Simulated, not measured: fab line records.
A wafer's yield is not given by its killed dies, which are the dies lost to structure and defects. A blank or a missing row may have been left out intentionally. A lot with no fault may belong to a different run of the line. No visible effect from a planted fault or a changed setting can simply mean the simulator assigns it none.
Chamber matching + flow n5-finfet + ald-metal-04 running N5_BEOL_M10_ALD_74: 4 sister chambers
The step deposits TaN, target thk 2 nm, pulse time 2 s, purge time 3 s. 24 wafers are shown with their chamber, then 12 later ones without.

== WAFERS PAIRED WITH THEIR CHAMBERS ==
| wafer  | chamber | heater-power-w (W) | precursor-vessel-carrier-sccm (sccm) |
|--------|---------|--------------------|--------------------------------------|
| L075.2 | 3       | 456                | 997.8                                |
| L075.3 | 0       | 400                | 998.9                                |
| L075.5 | 0       | 405                | 1001.5                               |
| L074.2 | 2       | 416                | 996.0                                |
| L074.3 | 1       | 374                | 1002.0                               |
| L074.6 | 3       | 443                | 995.8                                |
| L077.3 | 0       | 392                | 1000.2                               |
| L077.5 | 0       | 389                | 999.5                                |
| L077.6 | 3       | 446                | 1003.8                               |
| L080.1 | 3       | 447                | 992.3                                |
| L080.2 | 2       | 411                | 997.4                                |
| L080.6 | 3       | 451                | 995.0                                |
| L083.2 | 3       | 461                | 998.0                                |
| L083.3 | 0       | 397                | 995.5                                |
| L083.5 | 3       | 444                | 994.9                                |
| L085.2 | 2       | 415                | 998.9                                |
| L085.3 | 0       | 411                | 1003.3                               |
| L085.6 | 0       | 401                | 999.7                                |
| L086.2 | 1       | 370                | 1000.6                               |
| L086.3 | 2       | 412                | 996.4                                |
| L086.4 | 0       | 398                | 998.2                                |
| L089.2 | 2       | 419                | 997.9                                |
| L089.4 | 1       | 320                | 1001.4                               |
| L089.5 | 3       | 441                | 995.3                                |

SIGNATURES, as means of the wafers listed above
| reading                       | chamber 0 | chamber 1 | chamber 2 | chamber 3 | scatter within a chamber |
|-------------------------------|-----------|-----------|-----------|-----------|--------------------------|
| heater-power-w                | 399.12    | 354.67    | 414.60    | 448.62    | 11.2                     |
| precursor-vessel-carrier-sccm | 999.600   | 1001.333  | 997.320   | 996.612   | 2.5                      |
Rule: a wafer's distance from a chamber is the root of the sum, over the readings, of the square of ((its reading less the chamber's mean) divided by the reading's scatter). If the next closest chamber is less than 2 further off than the closest, the wafer can't be placed; otherwise it belongs to the closest. The scatter is the square root of a quotient: the sum, over the shown wafers, of each reading's squared deviation from its chamber's mean, divided by wafers minus chambers.

== WAFERS WITH NO CHAMBER GIVEN ==
| wafer  | heater-power-w (W) | precursor-vessel-carrier-sccm (sccm) |
|--------|--------------------|--------------------------------------|
| L090.2 | 324                | 1002.7                               |
| L090.3 | 408                | 999.5                                |
| L090.4 | 429                | 1003.3                               |
| L093.1 | 421                | 996.4                                |
| L093.2 | 318                | 998.4                                |
| L093.4 | 406                | 999.7                                |
| L097.1 | 321                | 1003.6                               |
| L097.5 | 323                | 1000.1                               |
| L097.6 | 405                | 1001.2                               |
| L095.1 | 328                | 1001.6                               |
| L095.4 | 337                | 1000.9                               |
| L095.5 | 398                | 1001.4                               |

== EACH ONE'S CHAMBER ==
| wafer  | from the rows above          | in truth |
|--------|------------------------------|----------|
| L090.2 | 1                            | 1        |
| L090.3 | can't be placed: 0 or 2      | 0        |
| L090.4 | can't be placed: 2 or 0 or 3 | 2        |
| L093.1 | can't be placed: 2 or 0 or 3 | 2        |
| L093.2 | 1                            | 1        |
| L093.4 | can't be placed: 0 or 2      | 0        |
| L097.1 | 1                            | 1        |
| L097.5 | 1                            | 1        |
| L097.6 | can't be placed: 0 or 2      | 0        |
| L095.1 | 1                            | 1        |
| L095.4 | 1                            | 1        |
| L095.5 | can't be placed: 0 or 2      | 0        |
Correctly placed: 6 of 12. Cannot be placed on the basis of these rows: 6; the candidates contain the true chamber in 6. Placed wrongly: 0.
